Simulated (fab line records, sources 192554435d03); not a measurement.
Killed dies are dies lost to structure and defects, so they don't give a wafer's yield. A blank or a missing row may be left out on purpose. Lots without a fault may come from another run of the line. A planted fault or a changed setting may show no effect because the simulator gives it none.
Which tool did it? | flow n5_finfet | 24 lots, 72 wafers sampled, at 5 steps of a route of 1938

WHAT THE GAUGES READ, wafer by wafer
N5_BEOL_M3_RS_MEAS_58: measures by four-point-probe. Usual: M3_RS 0.68 ohm/sq, standard deviation 0.032.
lot  | measured     | on            | M3_RS (ohm/sq) | flag
L074 | day 7 12:05  | film_metro-01 | 0.69 0.67 0.68 |
L075 | day 8 18:18  | film_metro-02 | 0.68 0.67 0.66 |
L077 | day 10 10:25 | film_metro-01 | 0.69 0.64 0.65 |
L078 | day 10 12:50 | film_metro-01 | 0.71 0.68 0.65 |
L076 | day 10 13:01 | film_metro-02 | 0.66 0.67 0.68 |
L079 | day 10 17:31 | film_metro-02 | 0.68 0.66 0.66 |
L080 | day 10 20:19 | film_metro-02 | 0.69 0.68 0.66 |
L082 | day 10 22:56 | film_metro-02 | 0.67 0.68 0.67 |
L081 | day 11 00:05 | film_metro-02 | 0.68 0.70 0.67 |
L083 | day 11 12:56 | film_metro-01 | 0.65 0.64 0.61 |
L084 | day 11 16:32 | film_metro-01 | 0.64 0.63 0.63 |
L085 | day 12 13:57 | film_metro-01 | 0.69 0.69 0.64 |
L086 | day 12 16:01 | film_metro-02 | 0.70 0.65 0.62 |
L087 | day 12 16:58 | film_metro-01 | 0.68 0.70 0.72 |
L088 | day 12 17:57 | film_metro-01 | 0.64 0.65 0.61 |
L089 | day 13 09:23 | film_metro-02 | 0.69 0.68 0.70 |
L090 | day 13 20:25 | film_metro-01 | 0.66 0.67 0.65 |
L092 | day 13 20:53 | film_metro-02 | 0.69 0.72 0.67 |
L091 | day 13 21:09 | film_metro-02 | 0.74 0.69 0.68 |
L093 | day 13 22:04 | film_metro-01 | 0.68 0.69 0.71 |
L096 | day 15 12:01 | film_metro-02 | 0.77 0.72 0.74 |
L095 | day 15 13:36 | film_metro-02 | 0.68 0.69 0.69 |
L094 | day 15 15:27 | film_metro-02 | 0.69 0.68 0.68 |
L097 | day 15 18:12 | film_metro-02 | 0.67 0.65 0.66 |

WHICH TOOL RAN EACH LOT (tool, then ch and the chambers of the sampled wafers, then the start)
lot  | N5_BEOL_M3_STRIP_36                | N5_BEOL_M3_SPUTTER_88        | N5_BEOL_M3_SPUTTER_94        | N5_BEOL_M3_DEP_57
L074 | rie_diel-05 ch 1,2,3, day 7 08:04  | pvd_sputter-01, day 7 10:07  | pvd_sputter-01, day 7 10:46  | pecvd-02 ch 0,2, day 7 12:00
L075 | rie_diel-03 ch 0,2,3, day 8 14:07  | pvd_sputter-01, day 8 16:22  | pvd_sputter-01, day 8 17:02  | pecvd-03 ch 0,2, day 8 18:14
L077 | rie_diel-03 ch 0,1, day 10 05:28   | pvd_sputter-03, day 10 07:42 | pvd_sputter-03, day 10 08:22 | pecvd-03 ch 0,1, day 10 10:20
L078 | rie_diel-03 ch 0,1,3, day 10 08:38 | pvd_sputter-02, day 10 10:52 | pvd_sputter-02, day 10 11:32 | pecvd-03 ch 0,1, day 10 12:44
L076 | rie_diel-05 ch 2,3, day 10 08:40   | pvd_sputter-01, day 10 10:56 | pvd_sputter-01, day 10 11:35 | pecvd-02 ch 1,2, day 10 12:56
L079 | rie_diel-05 ch 1,2, day 10 12:56   | pvd_sputter-03, day 10 15:19 | pvd_sputter-03, day 10 15:59 | pecvd-02 ch 0,1,2, day 10 17:27
L080 | rie_diel-02 ch 2,3, day 10 16:20   | pvd_sputter-01, day 10 18:11 | pvd_sputter-01, day 10 18:51 | pecvd-03 ch 0,1,2, day 10 20:15
L082 | rie_diel-02 ch 0,1,2, day 10 18:41 | pvd_sputter-02, day 10 21:00 | pvd_sputter-02, day 10 21:40 | pecvd-04 ch 0,2, day 10 22:52
L081 | rie_diel-05 ch 2,3, day 10 19:34   | pvd_sputter-01, day 10 21:50 | pvd_sputter-01, day 10 22:29 | pecvd-02 ch 1,2, day 11 00:00
L083 | rie_diel-02 ch 1,2,3, day 11 06:32 | pvd_sputter-01, day 11 11:00 | pvd_sputter-01, day 11 11:40 | pecvd-02 ch 0,1,2, day 11 12:52
L084 | rie_diel-03 ch 0,1,2, day 11 12:23 | pvd_sputter-02, day 11 14:30 | pvd_sputter-02, day 11 15:10 | pecvd-03 ch 0,1, day 11 16:29
L085 | rie_diel-03 ch 0,1,3, day 12 09:06 | pvd_sputter-03, day 12 11:47 | pvd_sputter-03, day 12 12:27 | pecvd-03 ch 0,1, day 12 13:53
L086 | rie_diel-02 ch 0,2, day 12 11:04   | pvd_sputter-02, day 12 14:03 | pvd_sputter-02, day 12 14:43 | pecvd-03 ch 1,2, day 12 15:57
L087 | rie_diel-05 ch 0,1,2, day 12 12:37 | pvd_sputter-01, day 12 14:41 | pvd_sputter-01, day 12 15:20 | pecvd-04 ch 1,2, day 12 16:53
L088 | rie_diel-03 ch 0,2, day 12 12:43   | pvd_sputter-02, day 12 16:01 | pvd_sputter-02, day 12 16:40 | pecvd-04 ch 1,2, day 12 17:53
L089 | rie_diel-05 ch 0,1,2, day 13 04:47 | pvd_sputter-03, day 13 07:26 | pvd_sputter-03, day 13 08:05 | pecvd-03 ch 0,2, day 13 09:19
L090 | rie_diel-03 ch 1,3, day 13 16:07   | pvd_sputter-01, day 13 18:14 | pvd_sputter-01, day 13 18:54 | pecvd-03 ch 0,1,2, day 13 20:20
L092 | rie_diel-03 ch 0,2, day 13 16:54   | pvd_sputter-03, day 13 18:57 | pvd_sputter-03, day 13 19:37 | pecvd-02 ch 1,2, day 13 20:49
L091 | rie_diel-02 ch 1,3, day 13 16:56   | pvd_sputter-02, day 13 19:11 | pvd_sputter-02, day 13 19:51 | pecvd-04 ch 0,2, day 13 21:05
L093 | rie_diel-05 ch 1,2, day 13 17:04   | pvd_sputter-01, day 13 20:07 | pvd_sputter-01, day 13 20:47 | pecvd-03 ch 1,2, day 13 21:59
L096 | rie_diel-02 ch 0,2,3, day 15 07:59 | pvd_sputter-01, day 15 10:04 | pvd_sputter-01, day 15 10:44 | pecvd-04 ch 0,1,2, day 15 11:58
L095 | rie_diel-05 ch 1,2,3, day 15 08:09 | pvd_sputter-02, day 15 11:40 | pvd_sputter-02, day 15 12:20 | pecvd-04 ch 0,1, day 15 13:32
L094 | rie_diel-05 ch 1,2, day 15 10:58   | pvd_sputter-02, day 15 13:31 | pvd_sputter-02, day 15 14:10 | pecvd-04 ch 0,1, day 15 15:23
L097 | rie_diel-02 ch 0,1,3, day 15 14:08 | pvd_sputter-03, day 15 16:13 | pvd_sputter-03, day 15 16:52 | pecvd-04 ch 0,1,2, day 15 18:09
- N5_BEOL_M3_STRIP_36: strips in N2/H2.
- N5_BEOL_M3_SPUTTER_88: material Cu, target thk 4.5 nm, time 8.29 s.
- N5_BEOL_M3_SPUTTER_94: material Cu, target thk 4.5 nm, time 8.29 s.
- N5_BEOL_M3_DEP_57: deposits SiCN from 3MS/NH3, target thk 8 nm, time 14 s.

WHAT THE TOOLS THEMSELVES READ (means of the sampled wafers that have a number; where no wafer has one, the mark that the record gives instead)
N5_BEOL_M3_STRIP_36. Usual: drypump_motor_current_A 5.8 A, standard deviation 0.38; n2_flow_sccm 200.0 sccm, standard deviation 0.56; oes_product_au 0.78 a.u., standard deviation 0.091; rf_vpp_V 59.1 V, standard deviation 1.3; showerhead_plenum_p_Torr 2.51 Torr, standard deviation 0.08; throttle_valve_pct 23.77 %, standard deviation 0.22.
lot  | tool        | drypump_motor_current_A (A) | n2_flow_sccm (sccm) | oes_product_au (a.u.) | rf_vpp_V (V) | showerhead_plenum_p_Torr (Torr) | throttle_valve_pct (%) | flag
L074 | rie_diel-05 | 6.0                         | 200.6               | 0.88                  | 60.0         | 2.54                            | 23.63                  |
L075 | rie_diel-03 | 5.7                         | 200.0               | 0.74                  | 60.2         | 2.57                            | 23.75                  |
L077 | rie_diel-03 | 5.8                         | 199.3               | 0.78                  | 59.7         | 2.62                            | 24.04                  |
L078 | rie_diel-03 | 5.7                         | 200.0               | 0.74                  | 59.9         | 2.61                            | 23.99                  |
L076 | rie_diel-05 | 6.2                         | 200.3               | 0.89                  | 59.1         | 2.50                            | 23.63                  |
L079 | rie_diel-05 | 5.7                         | 200.2               | 0.92                  | 59.3         | 2.56                            | 23.52                  |
L080 | rie_diel-02 | 6.0                         | 199.8               | 0.81                  | 59.9         | 2.46                            | 23.71                  |
L082 | rie_diel-02 | 5.5                         | 200.6               | 0.86                  | 58.8         | 2.50                            | 23.78                  |
L081 | rie_diel-05 | 6.3                         | 199.6               | 0.88                  | 58.4         | 2.50                            | 23.61                  |
L083 | rie_diel-02 | 5.9                         | 200.2               | 0.77                  | 57.6         | 2.44                            | 23.82                  |
L084 | rie_diel-03 | 5.8                         | 199.9               | 0.73                  | 59.7         | 2.53                            | 23.95                  |
L085 | rie_diel-03 | 5.7                         | 200.3               | 0.73                  | 59.5         | 2.60                            | 24.00                  |
L086 | rie_diel-02 | 5.2                         | 200.7               | 0.93                  | 58.0         | 2.55                            | 23.66                  |
L087 | rie_diel-05 | 5.8                         | 200.4               | 0.82                  | 58.8         | 2.52                            | 23.53                  |
L088 | rie_diel-03 | 5.8                         | 200.5               | 0.72                  | 58.3         | 2.49                            | 23.75                  |
L089 | rie_diel-05 | 5.8                         | 200.0               | 0.81                  | 57.7         | 2.52                            | 23.56                  |
L090 | rie_diel-03 | 5.6                         | 200.2               | 0.69                  | 58.0         | 2.58                            | 23.94                  |
L092 | rie_diel-03 | 5.8                         | 200.4               | 0.71                  | 58.7         | 2.49                            | 23.76                  |
L091 | rie_diel-02 | 5.8                         | 200.7               | 0.72                  | 58.5         | 2.42                            | 23.87                  |
L093 | rie_diel-05 | 5.9                         | 200.5               | 0.89                  | 58.5         | 2.51                            | 23.53                  |
L096 | rie_diel-02 | 5.6                         | 199.9               | 0.80                  | 58.1         | 2.48                            | 23.75                  |
L095 | rie_diel-05 | 6.0                         | 199.9               | 0.81                  | 61.4         | 2.52                            | 23.71                  |
L094 | rie_diel-05 | 5.9                         | 199.5               | 0.85                  | 58.6         | 2.50                            | 23.56                  |
L097 | rie_diel-02 | 5.4                         | 199.9               | 0.77                  | 58.7         | 2.47                            | 23.85                  |

N5_BEOL_M3_SPUTTER_88. Usual: throttle_valve_pct 29.7 %, standard deviation 1.1.
lot  | tool           | throttle_valve_pct (%) | flag
L074 | pvd_sputter-01 | 29.9                   |
L075 | pvd_sputter-01 | 29.4                   |
L077 | pvd_sputter-03 | 28.8                   |
L078 | pvd_sputter-02 | 30.1                   |
L076 | pvd_sputter-01 | 29.5                   |
L079 | pvd_sputter-03 | 28.9                   |
L080 | pvd_sputter-01 | 29.1                   |
L082 | pvd_sputter-02 | 29.5                   |
L081 | pvd_sputter-01 | 29.7                   |
L083 | pvd_sputter-01 | 30.1                   |
L084 | pvd_sputter-02 | 30.1                   |
L085 | pvd_sputter-03 | 28.7                   |
L086 | pvd_sputter-02 | 30.1                   |
L087 | pvd_sputter-01 | 29.3                   |
L088 | pvd_sputter-02 | 29.6                   |
L089 | pvd_sputter-03 | 29.7                   |
L090 | pvd_sputter-01 | 29.1                   |
L092 | pvd_sputter-03 | 28.3                   |
L091 | pvd_sputter-02 | 30.4                   |
L093 | pvd_sputter-01 | 29.9                   |
L096 | pvd_sputter-01 | 29.5                   |
L095 | pvd_sputter-02 | 30.0                   |
L094 | pvd_sputter-02 | 30.4                   |
L097 | pvd_sputter-03 | 29.2                   |

N5_BEOL_M3_SPUTTER_94. Usual: throttle_valve_pct 29.7 %, standard deviation 1.1.
lot  | tool           | throttle_valve_pct (%) | flag
L074 | pvd_sputter-01 | 30.2                   |
L075 | pvd_sputter-01 | 29.4                   |
L077 | pvd_sputter-03 | 28.8                   |
L078 | pvd_sputter-02 | 30.1                   |
L076 | pvd_sputter-01 | 29.4                   |
L079 | pvd_sputter-03 | 28.9                   |
L080 | pvd_sputter-01 | 29.1                   |
L082 | pvd_sputter-02 | 29.6                   |
L081 | pvd_sputter-01 | 29.9                   |
L083 | pvd_sputter-01 | 30.2                   |
L084 | pvd_sputter-02 | 30.2                   |
L085 | pvd_sputter-03 | 28.7                   |
L086 | pvd_sputter-02 | 30.2                   |
L087 | pvd_sputter-01 | 29.3                   |
L088 | pvd_sputter-02 | 29.6                   |
L089 | pvd_sputter-03 | 29.7                   |
L090 | pvd_sputter-01 | 28.9                   |
L092 | pvd_sputter-03 | 28.4                   |
L091 | pvd_sputter-02 | 30.4                   |
L093 | pvd_sputter-01 | 29.8                   |
L096 | pvd_sputter-01 | 29.3                   |
L095 | pvd_sputter-02 | 30.1                   |
L094 | pvd_sputter-02 | 30.5                   |
L097 | pvd_sputter-03 | 29.2                   |

N5_BEOL_M3_DEP_57. Usual: showerhead_plenum_p_Torr 3.670 Torr, standard deviation 0.019; throttle_valve_pct 9.1 %, standard deviation 0.54.
lot  | tool     | showerhead_plenum_p_Torr (Torr) | throttle_valve_pct (%) | flag
L074 | pecvd-02 | 3.668                           | 8.4                    |
L075 | pecvd-03 | 3.656                           | 9.3                    |
L077 | pecvd-03 | 3.659                           | 9.3                    |
L078 | pecvd-03 | 3.660                           | 9.3                    |
L076 | pecvd-02 | 3.665                           | 8.8                    |
L079 | pecvd-02 | 3.671                           | 8.7                    |
L080 | pecvd-03 | 3.654                           | 9.0                    |
L082 | pecvd-04 | 3.698                           | 9.1                    |
L081 | pecvd-02 | 3.665                           | 8.7                    |
L083 | pecvd-02 | 3.671                           | 8.8                    |
L084 | pecvd-03 | 3.664                           | 9.3                    |
L085 | pecvd-03 | 3.664                           | 9.4                    |
L086 | pecvd-03 | 3.651                           | 8.5                    |
L087 | pecvd-04 | 3.676                           | 9.7                    |
L088 | pecvd-04 | 3.669                           | 9.8                    |
L089 | pecvd-03 | 3.665                           | 8.9                    |
L090 | pecvd-03 | 3.654                           | 9.0                    |
L092 | pecvd-02 | 3.662                           | 8.7                    |
L091 | pecvd-04 | 3.695                           | 9.0                    |
L093 | pecvd-03 | 3.652                           | 8.6                    |
L096 | pecvd-04 | 3.686                           | 9.3                    |
L095 | pecvd-04 | 3.682                           | 9.8                    |
L094 | pecvd-04 | 3.686                           | 9.6                    |
L097 | pecvd-04 | 3.690                           | 9.4                    |

THE ANSWER, worked out from the rows above alone
Rule: a lot is off if the mean of its wafers that have a number lies more than 3 standard deviations from the usual mean. A lot without any number at a reading at which 4 lots or more have one is off too. The other lots that the step has rows for count as sound. The gauges are gone through in route order, then the tools' own readings, and for those a lot's mean is taken as printed above. The first step at which some lot is off is used, and at that step the reading that is off furthest; a lot without a number counts as furthest.
No lot is off at any reading shown: from this, nothing can be told.

WHAT THE SIMULATOR HAD PUT IN
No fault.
